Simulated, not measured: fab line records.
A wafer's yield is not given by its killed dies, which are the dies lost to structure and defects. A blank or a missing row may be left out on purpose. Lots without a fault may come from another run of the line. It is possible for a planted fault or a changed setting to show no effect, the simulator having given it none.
Split-lot experiment	flow n5-finfet	7 lots, 39 wafers read, on a route of 1938 steps

THE SPLIT ITSELF
At N5_HKMG_FIN_ALD_91 (deposits TiN, target thk 1 nm, pulse time 1 s, purge time 3 s), the setting ald-cycles was moved away from the recipe's 47 on 15 of the 39 wafers read, by -21.3% to +55.3%. The other wafers ran this setting at the recipe's value.

Reading taken at the split's own step.

THE READING
TiN_of_HKMG_FIN_ALD_91.thk-nm (the simulator's own value, which no gauge read), in nm, at N5_HKMG_FIN_ALD_91 (deposits TiN, target thk 1 nm, pulse time 1 s, purge time 3 s). There is no usual value for it anywhere in the file.

wafer	tool, chamber at the split	ald-cycles as run	against the recipe	TiN_of_HKMG_FIN_ALD_91.thk-nm, nm	against lot-mates on the recipe
L074.1	ald-metal-04, 0,3,3	47	recipe	1	-
L074.3	ald-metal-04, 0,3,3	47	recipe	1	-
L074.5	ald-metal-04, 0,3,3	47	recipe	1	-
L074.2	ald-metal-04, 2,1,2	40	-14.9%	0.8	-0.2
L074.4	ald-metal-04, 2,1,2	40	-14.9%	0.8	-0.2
L074.6	ald-metal-04, 2,1,2	40	-14.9%	0.8	-0.2
L078.1	ald-metal-03, 2,0,1	47	recipe	1	-
L078.4	ald-metal-03, 2,0,1	47	recipe	1	-
L078.6	ald-metal-03, 2,0,1	47	recipe	1	-
L079.1	ald-metal-04, 1,0,2	47	recipe	1	-
L079.2	ald-metal-04, 1,0,2	47	recipe	1	-
L079.4	ald-metal-04, 1,0,2	47	recipe	1	-
L079.3	ald-metal-04, 3,2,1	37	-21.3%	0.8	-0.2
L079.5	ald-metal-04, 3,2,1	37	-21.3%	0.8	-0.2
L079.6	ald-metal-04, 3,2,1	37	-21.3%	0.8	-0.2
L080.1	ald-metal-03, 3,1,0	47	recipe	1	-
L080.2	ald-metal-03, 3,1,0	47	recipe	1	-
L080.5	ald-metal-03, 3,1,0	47	recipe	1	-
L080.3	ald-metal-03, 2,0,3	38	-19.1%	0.8	-0.2
L080.4	ald-metal-03, 2,0,3	38	-19.1%	0.8	-0.2
L080.6	ald-metal-03, 2,0,3	38	-19.1%	0.8	-0.2
L085.1	ald-metal-03, 1,0,2,3,1,2	47	recipe	1	-
L085.2	ald-metal-03, 1,0,2,3,1,2	47	recipe	1	-
L085.3	ald-metal-03, 1,0,2,3,1,2	47	recipe	1	-
L085.4	ald-metal-03, 1,0,2,3,1,2	47	recipe	1	-
L085.5	ald-metal-03, 1,0,2,3,1,2	47	recipe	1	-
L085.6	ald-metal-03, 1,0,2,3,1,2	47	recipe	1	-
L091.1	ald-metal-04, 2,0,3	73	+55.3%	1.6	+0.6
L091.2	ald-metal-04, 2,0,3	73	+55.3%	1.6	+0.6
L091.3	ald-metal-04, 2,0,3	73	+55.3%	1.6	+0.6
L091.4	ald-metal-04, 1,0,3	47	recipe	1	-
L091.5	ald-metal-04, 1,0,3	47	recipe	1	-
L091.6	ald-metal-04, 1,0,3	47	recipe	1	-
L093.1	ald-metal-04, 2,1,1	73	+55.3%	1.6	+0.6
L093.2	ald-metal-04, 2,1,1	73	+55.3%	1.6	+0.6
L093.5	ald-metal-04, 2,1,1	73	+55.3%	1.6	+0.6
L093.3	ald-metal-04, 0,3,2	47	recipe	1	-
L093.4	ald-metal-04, 0,3,2	47	recipe	1	-
L093.6	ald-metal-04, 0,3,2	47	recipe	1	-
The file does not say which wafer passed through which chamber wherever a row lists several chambers: such a row stands for several wafers.

THE FIT
A straight line over all 39 wafers: TiN_of_HKMG_FIN_ALD_91.thk-nm changes by +0.0108 nm for each +1% of ald-cycles; r = +1.00; the points scatter about the line by 0.014 nm.
The same after taking each lot's own level away (the mean of its wafers on the recipe; 39 wafers): +0.0108 nm for each +1%; r = +1.00; scatter 0.014 nm.
On that fit, the largest move of ald-cycles shifts the reading by 0.6 nm.
The lots' own levels span 1.00 to 1.00 nm.
Hence the lot-to-lot level has little effect on the slope; both slopes agree.
Check: with one of the wafers moved furthest among these (+55.3%) left out of the fit, the line predicts +0.598 nm for it against its lot-mates. Against them it came out at +0.6 nm.

OTHER SPLITS ON THESE WAFERS
Note: prior to the reading, these wafers also went through further splits. Each is held against what the fit with the lots' levels taken away leaves over:
other split on the same wafers	wafers away from the commonest value	r with TiN_of_HKMG_FIN_ALD_91.thk-nm (lot level and that fit taken away)
N5_FIN_SAQP_HM_DEP_72 time-s	15	+0.07
N5_SD_EPI_P_DESCUM_14 time-s	18	+0.17

FILE'S OWN FIT
TiN_of_HKMG_FIN_ALD_91.thk-nm changes by +0.0108 nm for each +1% of ald-cycles, r = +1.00.
